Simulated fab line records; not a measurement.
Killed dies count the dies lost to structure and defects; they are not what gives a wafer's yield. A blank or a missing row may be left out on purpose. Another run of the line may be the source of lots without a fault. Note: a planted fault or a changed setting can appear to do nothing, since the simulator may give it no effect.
fab line records + flow n5Finfet
record
- lots=6
- wafers=18
- lastDay=20
route steps=1938 shown WELL_APT@24 BEOL_M4@1111 PASSIVATION@1936
lots that met no fault: taken from a fault-free run of the same line
startH: the number of hours between the record's first day and the start of the first shown wafer of the lot + waitH: hours elapsed since this lot's preceding step + " repeats the value in the row above + L1.1+2: several wafers, shown together as one row + - no value, or no start was given + * or withheld: withheld + < > ~ a bound
route shown NAME@n: NAME is a module with steps in the file, n the number in the route of the first one + usual: the fault-free wafers' mean and standard deviation + same: alike in all rows + chamber/n: place in a boat + sites: readings site by site + _std_site: the standard deviation of these + _edge_site: the outer-site mean with the inner-site mean subtracted + radiusMm: for every site, how far away it sits from the centre of the wafer + mask NAME#n: copy n + behind: tool/chamber where the wafer was last shaped + hold: reason for holding the lot/hours on hold/outcome of the hold + device: which transistor (n, p or np) failed to switch + end of line: the same wafers' tests at the end of the route + a step with no rows: only its recipe + killed: at the first sort, the dies lost to defects and structure; wafer yield is something else + map: a wafer's dies, marking killed ones x, the rest . and places with no die _
set.NAME: the setting the step ran with; set.NAME@STEP: the setting that earlier step ran with + model.NAME: the simulator's own value behind a step, which no gauge read
a table for each step, a row for each wafer; lots at some steps of the route
services: a tool's chamber out of use, with start hour (startH, from the record's first day; less than 0 if before it), hours out, and reason
## steps
# step N5_WELL_APT_EXPOSE_05
# recipe
- maskId=NWELL
- na=0.8
- sourceShape=conventional
- sigmaOuter=0.8
- polarization=unpolarized
- defocusNm=0
- targetCdNm=200
- doseMj=20.3
# step N5_WELL_APT_PEB_06
# recipe
- pebTempC=130
- pebTimeS=90
# step N5_WELL_APT_DEVELOP_07
# recipe
- developTimeS=45
- rinseLiquid=surfactantRinse
- dry=airSpin
- devTempC=21
# step N5_WELL_APT_HARDBAKE_12
# recipe
- tempC=130
- timeS=120
# step N5_WELL_APT_CD_MEAS_08
# recipe
- targetCdNm=200
- landingEnergyEv=500
- detector=seInlens
# usual
- cdNm=200.2/1.1
| lot.wafer | tool     | chamber | startH | waitH | cdNm  |
|-----------|----------|---------|--------|-------|-------|
| L275.1    | cdSem-01 | 0       | 79.81  | -     | 198.8 |
| L275.2    | "        | 0       | "      | "     | 199.1 |
| L275.5    | "        | 0       | "      | "     | 199.7 |
| L276.1    | cdSem-01 | 0       | 85.81  | -     | 201.9 |
| L276.4    | "        | 0       | "      | "     | 201.2 |
| L276.5    | "        | 0       | "      | "     | 200.5 |
| L278.1    | cdSem-02 | 0       | 97.68  | -     | 200.8 |
| L278.2    | "        | 0       | "      | "     | 199.7 |
| L278.4    | "        | 0       | "      | "     | 201.6 |
| L280.1    | cdSem-01 | 0       | 109.93 | -     | 202.0 |
| L280.3    | "        | 0       | "      | "     | 202.2 |
| L280.6    | "        | 0       | "      | "     | 199.0 |
| L283.1    | cdSem-01 | 0       | 127.72 | -     | 202.4 |
| L283.2    | "        | 0       | "      | "     | 201.5 |
| L283.4    | "        | 0       | "      | "     | 200.3 |
| L285.2    | cdSem-02 | 0       | 139.71 | -     | 200.2 |
| L285.3    | "        | 0       | "      | "     | 199.9 |
| L285.5    | "        | 0       | "      | "     | 199.9 |
# step N5_WELL_APT_OVL_MEAS_09
# recipe
- pointsPerWafer=44
# usual
- NWELL_OVL=-2/5.9
# same
- pointsPerWafer=44
| lot.wafer | tool       | chamber | startH | waitH | NWELL_OVL[nm] |
|-----------|------------|---------|--------|-------|---------------|
| L275.1    | overlay-02 | 0       | 79.84  | 0.0   | -7            |
| L275.2    | "          | 0       | "      | "     | -7            |
| L275.5    | "          | 0       | "      | "     | -4            |
| L276.1    | overlay-01 | 0       | 85.84  | 0.0   | -4            |
| L276.4    | "          | 0       | "      | "     | -7            |
| L276.5    | "          | 0       | "      | "     | -4            |
| L278.1    | overlay-02 | 0       | 97.71  | 0.0   | 0             |
| L278.2    | "          | 0       | "      | "     | 6             |
| L278.4    | "          | 0       | "      | "     | 13            |
| L280.1    | overlay-01 | 0       | 109.96 | 0.0   | -11           |
| L280.3    | "          | 0       | "      | "     | -3            |
| L280.6    | "          | 0       | "      | "     | 0             |
| L283.1    | overlay-01 | 0       | 127.75 | 0.0   | -4            |
| L283.2    | "          | 0       | "      | "     | -8            |
| L283.4    | "          | 0       | "      | "     | 2             |
| L285.2    | overlay-01 | 0       | 143.25 | 3.5   | 0             |
| L285.3    | "          | 0       | "      | "     | 4             |
| L285.5    | "          | 0       | "      | "     | 7             |
# step N5_WELL_APT_INSPECT_10
# recipe
- mode=adi
- inspectInstrument=macro
# usual
- rawDefectCount=1.8/1.3
| lot.wafer | tool             | chamber | startH | waitH | rawDefectCount |
|-----------|------------------|---------|--------|-------|----------------|
| L275.1    | defectInspect-01 | -       | 79.86  | 0.0   | 0              |
| L275.2    | "                | -       | "      | "     | 2              |
| L275.5    | "                | -       | "      | "     | 3              |
| L276.1    | defectInspect-01 | -       | 85.86  | 0.0   | 0              |
| L276.4    | "                | -       | "      | "     | 2              |
| L276.5    | "                | -       | "      | "     | 5              |
| L278.1    | defectInspect-02 | -       | 97.73  | 0.0   | 0              |
| L278.2    | "                | -       | "      | "     | 0              |
| L278.4    | "                | -       | "      | "     | 3              |
| L280.1    | defectInspect-02 | -       | 109.99 | 0.0   | 4              |
| L280.3    | "                | -       | "      | "     | 2              |
| L280.6    | "                | -       | "      | "     | 2              |
| L283.1    | defectInspect-01 | -       | 127.78 | 0.0   | 1              |
| L283.2    | "                | -       | "      | "     | 4              |
| L283.4    | "                | -       | "      | "     | 2              |
| L285.2    | defectInspect-01 | -       | 143.28 | 0.0   | 0              |
| L285.3    | "                | -       | "      | "     | 4              |
| L285.5    | "                | -       | "      | "     | 3              |
# step N5_WELL_APT_DESCUM_13
# recipe
- chemistry=O2
- timeS=7.9
- sourcePowerW=50
- biasPowerW=20
- pressureMtorr=20
- rfFrequencyHz=2.712e+07
- tempC=40
- o2FlowSccm=225
# usual
- drypumpMotorCurrentA=5.7/0.45
- oesProductAu=0.77/0.063
- rfVppV=243.5/1.1
- showerheadPlenumPTorr=2.12/0.035
- throttleValvePct=20.39/0.13
| lot.wafer | tool       | chamber | startH | waitH | drypumpMotorCurrentA | oesProductAu | rfHoursCounterH | rfVppV | showerheadPlenumPTorr | throttleValvePct |
|-----------|------------|---------|--------|-------|----------------------|--------------|-----------------|--------|-----------------------|------------------|
| L275.1    | rieDiel-02 | 2       | 79.89  | 0.0   | 4.9                  | 0.77         | 130             | 243.1  | 2.10                  | 20.60            |
| L275.2    | "          | 3       | "      | "     | 5.9                  | 0.72         | 198             | 244.2  | 2.15                  | 20.44            |
| L275.5    | "          | 0       | "      | "     | 6.2                  | 0.90         | -               | 244.9  | 2.14                  | 20.34            |
| L276.1    | rieDiel-05 | 1       | 85.90  | 0.0   | 6.3                  | 0.93         | 12              | 243.7  | 2.06                  | 20.10            |
| L276.4    | "          | 0       | "      | "     | 6.2                  | 0.78         | 101             | 245.3  | 2.11                  | 20.41            |
| L276.5    | "          | 2       | "      | "     | 5.7                  | 0.74         | -               | 242.9  | 2.09                  | 20.24            |
| L278.1    | rieDiel-04 | 2       | 97.77  | 0.0   | 6.3                  | 0.76         | 161             | 244.5  | 2.10                  | 20.39            |
| L278.2    | "          | 1       | "      | "     | 5.4                  | 0.71         | 189             | 244.6  | 2.16                  | 20.30            |
| L278.4    | "          | 0       | "      | "     | 6.0                  | 0.69         | 199             | 244.2  | 2.08                  | 20.26            |
| L280.1    | rieDiel-02 | 3       | 110.02 | 0.0   | 5.8                  | 0.72         | 206             | 244.7  | 2.15                  | 20.47            |
| L280.3    | "          | 0       | "      | "     | 6.2                  | 0.90         | 38              | 244.5  | 2.14                  | 20.34            |
| L280.6    | "          | 2       | "      | "     | 4.8                  | 0.76         | -               | 242.7  | 2.10                  | 20.64            |
| L283.1    | rieDiel-04 | 0       | 127.81 | 0.0   | 6.0                  | 0.69         | 210             | 242.6  | 2.07                  | 20.26            |
| L283.2    | "          | 3       | "      | "     | 5.4                  | 0.69         | 203             | 242.4  | 2.16                  | 20.50            |
| L283.4    | "          | 1       | "      | "     | 5.3                  | 0.71         | 200             | 245.4  | 2.15                  | 20.32            |
| L285.2    | rieDiel-02 | 3       | 146.18 | 2.9   | 5.8                  | 0.71         | 213             | 245.9  | 2.15                  | 20.49            |
| L285.3    | "          | 0       | "      | "     | 6.2                  | 0.88         | 46              | 242.8  | 2.13                  | 20.35            |
| L285.5    | "          | 3       | "      | "     | 5.8                  | 0.71         | -               | 245.4  | 2.15                  | 20.48            |
# step N5_WELL_APT_IMPLANT_14
# recipe
- species=P
- energyKev=160
- doseCm2=1.5e+13
- tiltDeg=0
- rotationDeg=0
# step N5_WELL_APT_IMPLANT_15
# recipe
- species=As
- energyKev=25
- doseCm2=1.5e+13
- tiltDeg=0
- rotationDeg=0
# step N5_WELL_APT_STRIP_16
# recipe
- chemistry=SPM
- timeS=900
- tempC=130
- h2so4H2o2VolRatio=4
- dry=ipaMarangoni
# step N5_WELL_APT_HMDS_18
# recipe
- timeS=60
- tempC=120
# step N5_WELL_APT_COAT_19
# recipe
- spinRpm=1357
- resistThkNm=950
# usual
- chillPlateTempC=22.99/0.12
- dispensePressureKPa=56.3/2.4
| lot.wafer | tool          | chamber | startH | waitH | chillPlateTempC | dispensePressureKPa |
|-----------|---------------|---------|--------|-------|-----------------|---------------------|
| L275.1    | lithoTrack-04 | -       | 80.91  | -     | -               | -                   |
| L275.2    | "             | -       | "      | "     | -               | -                   |
| L275.5    | "             | -       | "      | "     | -               | -                   |
| L276.1    | lithoTrack-01 | -       | 86.66  | -     | -               | -                   |
| L276.4    | "             | -       | "      | "     | -               | -                   |
| L276.5    | "             | -       | "      | "     | -               | -                   |
| L278.1    | lithoTrack-03 | 0       | 98.59  | -     | 22.99           | 58.5                |
| L278.2    | "             | 0       | "      | "     | 22.94           | 58.5                |
| L278.4    | "             | 0       | "      | "     | 23.02           | 58.5                |
| L280.1    | lithoTrack-04 | 0       | 110.78 | -     | 23.12           | 53.2                |
| L280.3    | "             | 0       | "      | "     | 22.99           | 53.2                |
| L280.6    | "             | 0       | "      | "     | 23.01           | 53.2                |
| L283.1    | lithoTrack-04 | 0       | 128.58 | -     | 23.01           | 53.2                |
| L283.2    | "             | 0       | "      | "     | 22.98           | 53.2                |
| L283.4    | "             | 0       | "      | "     | 23.09           | 53.2                |
| L285.2    | lithoTrack-03 | 0       | 146.95 | -     | 23.07           | 58.5                |
| L285.3    | "             | 0       | "      | "     | 23.10           | 58.5                |
| L285.5    | "             | 0       | "      | "     | 23.03           | 58.5                |
# step N5_WELL_APT_EBR_21
# recipe
- solvent=PGMEA
- ebrWidthMm=1.5
# step N5_WELL_APT_SOFTBAKE_20
# recipe
- tempC=130
- timeS=60
# step N5_WELL_APT_EXPOSE_22
# recipe
- maskId=PWELL
- na=0.8
- sourceShape=conventional
- sigmaOuter=0.8
- polarization=unpolarized
- defocusNm=0
- targetCdNm=200
- doseMj=23.2
# step N5_WELL_APT_PEB_23
# recipe
- pebTempC=130
- pebTimeS=90
# step N5_WELL_APT_DEVELOP_24
# recipe
- developTimeS=45
- rinseLiquid=surfactantRinse
- dry=airSpin
- devTempC=21
# step N5_WELL_APT_HARDBAKE_29
# recipe
- tempC=130
- timeS=120
# step N5_WELL_APT_CD_MEAS_25
# recipe
- targetCdNm=200
- landingEnergyEv=500
- detector=seInlens
# usual
- cdNm=200.5/1.4
| lot.wafer | tool     | chamber | startH | waitH | cdNm  |
|-----------|----------|---------|--------|-------|-------|
| L275.1    | cdSem-03 | 0       | 81.30  | -     | -     |
| L275.2    | "        | 0       | "      | "     | -     |
| L275.5    | "        | 0       | "      | "     | -     |
| L276.1    | cdSem-02 | 0       | 87.05  | -     | -     |
| L276.4    | "        | 0       | "      | "     | -     |
| L276.5    | "        | 0       | "      | "     | -     |
| L278.1    | cdSem-02 | 0       | 98.98  | -     | 198.1 |
| L278.2    | "        | 0       | "      | "     | 201.1 |
| L278.4    | "        | 0       | "      | "     | 199.1 |
| L280.1    | cdSem-03 | 0       | 111.05 | -     | 201.0 |
| L280.3    | "        | 0       | "      | "     | 200.7 |
| L280.6    | "        | 0       | "      | "     | 202.6 |
| L283.1    | cdSem-02 | 0       | 128.97 | -     | 201.6 |
| L283.2    | "        | 0       | "      | "     | 201.4 |
| L283.4    | "        | 0       | "      | "     | 200.9 |
| L285.2    | cdSem-01 | 0       | 147.34 | -     | 200.7 |
| L285.3    | "        | 0       | "      | "     | 199.0 |
| L285.5    | "        | 0       | "      | "     | 198.1 |
# step N5_WELL_APT_OVL_MEAS_26
# recipe
- pointsPerWafer=44
# usual
- PWELL_OVL=1/4.5
# same
- pointsPerWafer=44
| lot.wafer | tool       | chamber | startH | waitH | PWELL_OVL[nm] |
|-----------|------------|---------|--------|-------|---------------|
| L275.1    | overlay-02 | 0       | 81.33  | 0.0   | -             |
| L275.2    | "          | 0       | "      | "     | -             |
| L275.5    | "          | 0       | "      | "     | -             |
| L276.1    | overlay-02 | 0       | 87.08  | 0.0   | -             |
| L276.4    | "          | 0       | "      | "     | -             |
| L276.5    | "          | 0       | "      | "     | -             |
| L278.1    | overlay-02 | 0       | 99.04  | 0.1   | 6             |
| L278.2    | "          | 0       | "      | "     | 8             |
| L278.4    | "          | 0       | "      | "     | 11            |
| L280.1    | overlay-01 | 0       | 111.08 | 0.0   | 9             |
| L280.3    | "          | 0       | "      | "     | 2             |
| L280.6    | "          | 0       | "      | "     | 1             |
| L283.1    | overlay-01 | 0       | 129.00 | 0.0   | -1            |
| L283.2    | "          | 0       | "      | "     | 1             |
| L283.4    | "          | 0       | "      | "     | -1            |
| L285.2    | overlay-01 | 0       | 147.39 | 0.0   | -3            |
| L285.3    | "          | 0       | "      | "     | -3            |
| L285.5    | "          | 0       | "      | "     | -2            |
# step N5_BEOL_M4_RC_MEAS_101
# usual
- DIBL_N=36.0/1.3
- DIBL_P=36.2/1.7
- IOFF_N=0.155/0.024
- IOFF_P=0.21/0.034
- ION_N=674/9
- ION_P=463/7.1
- SS_N=71.4/0.5
- SS_P=73.4/0.57
- VT_N=250.0/2.8
- VT_P=-251/3.2
| lot.wafer | tool      | chamber | startH | waitH | DIBL_N[mV/V] | DIBL_P[mV/V] | IOFF_N[nA/um] | IOFF_P[nA/um] | ION_N[uA/um] | ION_P[uA/um] | SS_N[mV/dec] | SS_P[mV/dec] | VT_N[mV] | VT_P[mV] |
|-----------|-----------|---------|--------|-------|--------------|--------------|---------------|---------------|--------------|--------------|--------------|--------------|----------|----------|
| L278.1    | prober-01 | 0       | 310.16 | 0.0   | 34.3         | 36.1         | 0.153         | 0.20          | 672          | 463          | 71.5         | 74.0         | 248.5    | -250     |
| L278.2    | "         | 0       | "      | "     | 34.4         | 35.9         | 0.145         | 0.20          | 672          | 459          | 70.9         | 74.2         | 250.7    | -252     |
| L278.4    | "         | 0       | "      | "     | 34.9         | 35.6         | 0.149         | 0.20          | 669          | 462          | 71.4         | 74.6         | 247.2    | -250     |
| L280.1    | prober-02 | 0       | 319.29 | 0.0   | 37.3         | 37.1         | 0.169         | 0.23          | 672          | 459          | 71.8         | 74.4         | 251.9    | -253     |
| L280.3    | "         | 0       | "      | "     | 35.7         | 34.6         | 0.131         | 0.18          | 661          | 455          | 71.0         | 73.5         | 254.8    | -254     |
| L280.6    | "         | 0       | "      | "     | 36.5         | 36.2         | 0.151         | 0.21          | 664          | 458          | 71.8         | 73.7         | 250.4    | -250     |
| L283.1    | prober-01 | 0       | 327.21 | 0.0   | 36.0         | 35.8         | 0.151         | 0.23          | 683          | 470          | 72.1         | 73.0         | 251.5    | -248     |
| L283.2    | "         | 0       | "      | "     | 37.4         | 37.8         | 0.175         | 0.26          | 684          | 477          | 71.5         | 73.9         | 246.8    | -245     |
| L283.4    | "         | 0       | "      | "     | 37.0         | 36.7         | 0.169         | 0.24          | 678          | 469          | 72.1         | 73.8         | 250.7    | -248     |
| L285.2    | prober-01 | 0       | 373.75 | 0.2   | 35.0         | 33.2         | 0.117         | 0.17          | 657          | 455          | 70.7         | 73.1         | 254.5    | -254     |
| L285.3    | "         | 0       | "      | "     | 36.8         | 35.5         | 0.142         | 0.20          | 664          | 456          | 70.9         | 73.6         | 249.7    | -253     |
| L285.5    | "         | 0       | "      | "     | 35.8         | 34.0         | 0.124         | 0.17          | 664          | 457          | 70.8         | 73.4         | 255.6    | -253     |
# step N5_PASSIVATION_PROBE_49
# usual
- killed_at_M0_to_M3=37/12
- killed_at_M4_up=15/5.6
- killedAtContacts=13/6.9
- killedAtFrontEnd=40/11
- killedAtOther=4/3.2
- killedDies=109/20
- killedOnRim=14/4.3
- killedOpen=73/15
- killedShort=35/8.3
# same
- grossDies=1180
- killedAtBackSide=0
| lot.wafer | tool      | chamber | startH | waitH | killed_at_M0_to_M3 | killed_at_M4_up | killedAtContacts | killedAtFrontEnd | killedAtOther | killedDies | killedOnRim | killedOpen | killedShort |
|-----------|-----------|---------|--------|-------|--------------------|-----------------|------------------|------------------|---------------|------------|-------------|------------|-------------|
| L276.1    | prober-02 | -       | 403.09 | 0.0   | 19                 | 8               | 13               | 1136             | 4             | 1180       | 152         | 57         | 26          |
| L276.4    | prober-02 | -       | 403.24 | 0.2   | 14                 | 11              | 9                | 1145             | 1             | 1180       | 152         | 45         | 27          |
| L276.5    | prober-02 | -       | 403.29 | 0.2   | 20                 | 16              | 4                | 1138             | 2             | 1180       | 152         | 61         | 14          |
| L275.1    | prober-02 | -       | 406.93 | 0.3   | 43                 | 16              | 13               | 1104             | 4             | 1180       | 152         | 74         | 33          |
| L275.2    | prober-02 | -       | 406.98 | 0.3   | 43                 | 6               | 13               | 1109             | 9             | 1180       | 152         | 65         | 35          |
| L275.5    | prober-02 | -       | 407.13 | 0.5   | 32                 | 18              | 12               | 1114             | 4             | 1180       | 152         | 66         | 30          |
| L278.1    | prober-01 | -       | 411.84 | 0.0   | 39                 | 14              | 9                | 37               | 5             | 104        | 11          | 62         | 42          |
| L278.2    | prober-01 | -       | 411.89 | 0.1   | 34                 | 11              | 4                | 43               | 2             | 94         | 11          | 52         | 42          |
| L278.4    | prober-01 | -       | 411.99 | 0.2   | 30                 | 9               | 4                | 37               | 2             | 82         | 17          | 53         | 29          |
| L280.1    | prober-01 | -       | 425.88 | 0.0   | 38                 | 16              | 21               | 35               | 0             | 110        | 23          | 64         | 45          |
| L280.3    | prober-01 | -       | 425.98 | 0.1   | 33                 | 6               | 11               | 35               | 1             | 86         | 11          | 56         | 30          |
| L280.6    | prober-01 | -       | 426.13 | 0.3   | 42                 | 10              | 26               | 28               | 13            | 119        | 14          | 77         | 40          |
# killed by level:class
L276.1 WELL_APT:areaExpose=1097 MOL_CONTACT_COAG:geometricParticle:open=10 DUMMY_GATE:geometricParticle:open=9 STI_FIN_REVEAL:geometricParticle:open=7 FIN_SAQP:geometricParticle:open=6 BEOL_M0_SAQP:geometricParticle:open=5 BEOL_M2:geometricParticle:open=5 BEOL_M1:geometricParticle:open=4
L276.4 WELL_APT:areaExpose=1107 STI_FIN_REVEAL:geometricParticle:open=9 MOL_CONTACT_COAG:geometricParticle:open=8 ILD0:geometricParticle:open=7 DUMMY_GATE:geometricParticle:open=6 BEOL_M0_SAQP:geometricParticle:short=6 FIN_SAQP:geometricParticle:short=4 BEOL_M4:geometricParticle:open=3
L276.5 WELL_APT:areaExpose=1101 STI_FIN_REVEAL:geometricParticle:open=17 BEOL_M1:geometricParticle:open=6 BEOL_M8:geometricParticle:open=6 BEOL_M2:geometricParticle:open=5 BEOL_M4:geometricParticle:open=5 DUMMY_GATE:geometricParticle:open=4 MOL_CONTACT_COAG:geometricParticle:open=4
L275.1 WELL_APT:areaExpose=1073 BEOL_M0_SAQP:geometricParticle:short=14 MOL_CONTACT_COAG:geometricParticle:open=10 STI_FIN_REVEAL:geometricParticle:open=9 BEOL_M3:geometricParticle:open=9 BEOL_M0_SAQP:geometricParticle:open=8 BEOL_M2:geometricParticle:open=8 BEOL_M5:geometricParticle:open=5
L275.2 WELL_APT:areaExpose=1078 BEOL_M0_SAQP:geometricParticle:open=18 MOL_CONTACT_COAG:geometricParticle:open=12 BEOL_M0_SAQP:geometricParticle:short=10 FIN_SAQP:geometricParticle:open=7 FIN_SAQP:geometricParticle:short=7 BEOL_M3:geometricParticle:open=5 PAD_METAL:geometricParticle:open=5
L275.5 WELL_APT:areaExpose=1083 STI_FIN_REVEAL:geometricParticle:open=10 MOL_CONTACT_COAG:geometricParticle:open=10 BEOL_M0_SAQP:geometricParticle:short=9 BEOL_M0_SAQP:geometricParticle:open=9 FIN_SAQP:geometricParticle:short=5 BEOL_M3:geometricParticle:open=5 BEOL_M3:geometricParticle:short=4
L278.1 FIN_SAQP:geometricParticle:short=12 BEOL_M1:geometricParticle:short=8 FIN_SAQP:geometricParticle:open=7 MOL_CONTACT_COAG:geometricParticle:open=7 BEOL_M1:geometricParticle:open=7 BEOL_M3:geometricParticle:open=7 STI_FIN_REVEAL:geometricParticle:open=6 BEOL_M2:geometricParticle:short=6
L278.2 FIN_SAQP:geometricParticle:short=13 FIN_SAQP:geometricParticle:open=9 BEOL_M2:geometricParticle:open=9 STI_FIN_REVEAL:geometricParticle:open=6 BEOL_M0_SAQP:geometricParticle:open=5 BEOL_M2:geometricParticle:short=5 BEOL_M0:geometricParticle:short=4 BEOL_M1:geometricParticle:open=4
L278.4 FIN_SAQP:geometricParticle:short=8 GATE_CUT:geometricParticle:short=7 BEOL_M1:geometricParticle:open=7 BEOL_M0_SAQP:geometricParticle:open=6 FIN_SAQP:geometricParticle:open=5 BEOL_M3:geometricParticle:open=5 DUMMY_GATE:geometricParticle:open=4 BEOL_M2:geometricParticle:open=4
L280.1 MOL_CONTACT_COAG:geometricParticle:open=16 BEOL_M1:geometricParticle:open=8 BEOL_M2:geometricParticle:short=8 BEOL_M0_SAQP:geometricParticle:short=7 STARTING-WAFER:geometricParticle:short=7 STI_FIN_REVEAL:geometricParticle:open=6 BEOL_M3:geometricParticle:open=6 FIN_SAQP:geometricParticle:short=5
L280.3 MOL_CONTACT_COAG:geometricParticle:open=10 FIN_SAQP:geometricParticle:short=9 BEOL_M0_SAQP:geometricParticle:open=9 FIN_SAQP:geometricParticle:open=7 BEOL_M2:geometricParticle:short=6 BEOL_M3:geometricParticle:open=6 BEOL_M2:geometricParticle:open=5 STARTING-WAFER:geometricParticle:short=4
L280.6 MOL_CONTACT_COAG:geometricParticle:open=18 BEOL_M2:geometricParticle:open=17 FIN_SAQP:geometricParticle:short=9 MOL_CONTACT_COAG:geometricParticle:short=8 FIN_SAQP:geometricParticle:open=6 BEOL_M2:geometricParticle:short=6 BEOL_M0_SAQP:geometricParticle:short=5 BEOL_M3:geometricParticle:open=5
# map L275.1 (x killed, . not)
_________________xxxxxxxxxxxx________________
______________xxxxxxxxxxxxxxxxxx_____________
___________xxxxxxxxxxxxxxxxxxxxxxxx__________
__________xxxxxxxxxxxxxxxxxxxxxxxxxx_________
________xxxxxxxxxxxxxxxxxxxxxxxxxxxxxx_______
_______xxxxxxxxxxxxxxxxxxxxxxxxxxxxxxxx______
______xxxxxxxxxxxxxxxxxxxxxxxxxxxxxxxxxx_____
_____xxxxxxxxxxxxxxxxxxxxxxxxxxxxxxxxxxxx____
____xxxxxxxxxxxxxxxxxxxxxxxxxxxxxxxxxxxxxx___
___xxxxxxxxxxxxxxxxxxxxxxxxxxxxxxxxxxxxxxxx__
___xxxxxxxxxxxxxxxxxxxxxxxxxxxxxxxxxxxxxxxx__
__xxxxxxxxxxxxxxxxxxxxxxxxxxxxxxxxxxxxxxxxxx_
__xxxxxxxxxxxxxxxxxxxxxxxxxxxxxxxxxxxxxxxxxx_
_xxxxxxxxxxxxxxxxxxxxxxxxxxxxxxxxxxxxxxxxxxxx
_xxxxxxxxxxxxxxxxxxxxxxxxxxxxxxxxxxxxxxxxxxxx
_xxxxxxxxxxxxxxxxxxxxxxxxxxxxxxxxxxxxxxxxxxxx
_xxxxxxxxxxxxxxxxxxxxxxxxxxxxxxxxxxxxxxxxxxxx
_xxxxxxxxxxxxxxxxxxxxxxxxxxxxxxxxxxxxxxxxxxxx
_xxxxxxxxxxxxxxxxxxxxxxxxxxxxxxxxxxxxxxxxxxxx
_xxxxxxxxxxxxxxxxxxxxxxxxxxxxxxxxxxxxxxxxxxxx
_xxxxxxxxxxxxxxxxxxxxxxxxxxxxxxxxxxxxxxxxxxxx
__xxxxxxxxxxxxxxxxxxxxxxxxxxxxxxxxxxxxxxxxxx_
__xxxxxxxxxxxxxxxxxxxxxxxxxxxxxxxxxxxxxxxxxx_
___xxxxxxxxxxxxxxxxxxxxxxxxxxxxxxxxxxxxxxxx__
___xxxxxxxxxxxxxxxxxxxxxxxxxxxxxxxxxxxxxxxx__
____xxxxxxxxxxxxxxxxxxxxxxxxxxxxxxxxxxxxxx___
_____xxxxxxxxxxxxxxxxxxxxxxxxxxxxxxxxxxxx____
______xxxxxxxxxxxxxxxxxxxxxxxxxxxxxxxxxx_____
_______xxxxxxxxxxxxxxxxxxxxxxxxxxxxxxxx______
________xxxxxxxxxxxxxxxxxxxxxxxxxxxxxx_______
__________xxxxxxxxxxxxxxxxxxxxxxxxxx_________
___________xxxxxxxxxxxxxxxxxxxxxxxx__________
______________xxxxxxxxxxxxxxxxxx_____________
_________________xxxxxxxxxxxx________________
# map L276.1 (x killed, . not)
_________________xxxxxxxxxxxx________________
______________xxxxxxxxxxxxxxxxxx_____________
___________xxxxxxxxxxxxxxxxxxxxxxxx__________
__________xxxxxxxxxxxxxxxxxxxxxxxxxx_________
________xxxxxxxxxxxxxxxxxxxxxxxxxxxxxx_______
_______xxxxxxxxxxxxxxxxxxxxxxxxxxxxxxxx______
______xxxxxxxxxxxxxxxxxxxxxxxxxxxxxxxxxx_____
_____xxxxxxxxxxxxxxxxxxxxxxxxxxxxxxxxxxxx____
____xxxxxxxxxxxxxxxxxxxxxxxxxxxxxxxxxxxxxx___
___xxxxxxxxxxxxxxxxxxxxxxxxxxxxxxxxxxxxxxxx__
___xxxxxxxxxxxxxxxxxxxxxxxxxxxxxxxxxxxxxxxx__
__xxxxxxxxxxxxxxxxxxxxxxxxxxxxxxxxxxxxxxxxxx_
__xxxxxxxxxxxxxxxxxxxxxxxxxxxxxxxxxxxxxxxxxx_
_xxxxxxxxxxxxxxxxxxxxxxxxxxxxxxxxxxxxxxxxxxxx
_xxxxxxxxxxxxxxxxxxxxxxxxxxxxxxxxxxxxxxxxxxxx
_xxxxxxxxxxxxxxxxxxxxxxxxxxxxxxxxxxxxxxxxxxxx
_xxxxxxxxxxxxxxxxxxxxxxxxxxxxxxxxxxxxxxxxxxxx
_xxxxxxxxxxxxxxxxxxxxxxxxxxxxxxxxxxxxxxxxxxxx
_xxxxxxxxxxxxxxxxxxxxxxxxxxxxxxxxxxxxxxxxxxxx
_xxxxxxxxxxxxxxxxxxxxxxxxxxxxxxxxxxxxxxxxxxxx
_xxxxxxxxxxxxxxxxxxxxxxxxxxxxxxxxxxxxxxxxxxxx
__xxxxxxxxxxxxxxxxxxxxxxxxxxxxxxxxxxxxxxxxxx_
__xxxxxxxxxxxxxxxxxxxxxxxxxxxxxxxxxxxxxxxxxx_
___xxxxxxxxxxxxxxxxxxxxxxxxxxxxxxxxxxxxxxxx__
___xxxxxxxxxxxxxxxxxxxxxxxxxxxxxxxxxxxxxxxx__
____xxxxxxxxxxxxxxxxxxxxxxxxxxxxxxxxxxxxxx___
_____xxxxxxxxxxxxxxxxxxxxxxxxxxxxxxxxxxxx____
______xxxxxxxxxxxxxxxxxxxxxxxxxxxxxxxxxx_____
_______xxxxxxxxxxxxxxxxxxxxxxxxxxxxxxxx______
________xxxxxxxxxxxxxxxxxxxxxxxxxxxxxx_______
__________xxxxxxxxxxxxxxxxxxxxxxxxxx_________
___________xxxxxxxxxxxxxxxxxxxxxxxx__________
______________xxxxxxxxxxxxxxxxxx_____________
_________________xxxxxxxxxxxx________________
## services
| tool          | chamber | startH | hours | kind                     |
|---------------|---------|--------|-------|--------------------------|
| rieDiel-02    | -       | 71.96  | 1.9   | repair                   |
| rieDiel-02    | -       | 91.19  | 4.7   | repair                   |
| rieDiel-04    | 1       | 137.43 | 26.9  | repair                   |
| rieDiel-04    | -       | 140.31 | 15.6  | pm                       |
| lithoTrack-01 | -       | 143.10 | -     | consumableReplace:filter |
## key
firstSign
- step=N5_WELL_APT_COAT_19
- reading=toolRecord
- direction=missing
effect
- step=N5_WELL_APT_CD_MEAS_25
- reading=cdNm
- direction=missing
effect
- step=N5_WELL_APT_OVL_MEAS_26
- reading=PWELL_OVL
- direction=missing
effect
- step=N5_PASSIVATION_PROBE_49
- reading=killedAtFrontEnd
- direction=up
- sigmas=95
- usual=40
- struck=1124
moreKillsBornAt
- N5_WELL_APT_EXPOSE_22@krfScanner-01=3305
- N5_WELL_APT_EXPOSE_22@krfScanner-02=3234
metAt N5_WELL_APT_COAT_19
struckWafers L275.1,L275.2,L275.5,L276.1,L276.4,L276.5
laterRowsLeftOut L275.1,L275.2,L275.5,L276.1,L276.4,L276.5
testerLeftOut L275,L276
fault
- kind=skippedStepWhole
- tool=lithoTrack-01,lithoTrack-04
- chamber=-
- onsetH=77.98
- steps=N5_WELL_APT_COAT_19
- scope=struckLotsOnly
# testerLeftOut: of these lots the tester's yield and bins aren't shown, on N5 and GAA mostly nor the transistor test; their killed dies are dies lost to structure and defects alone, not to doping, threshold or leakage, so they don't give the yield
# laterRowsLeftOut: the simulator's readings of these wafers behind a module that went badly wrong aren't trusted and aren't shown, but for the sort
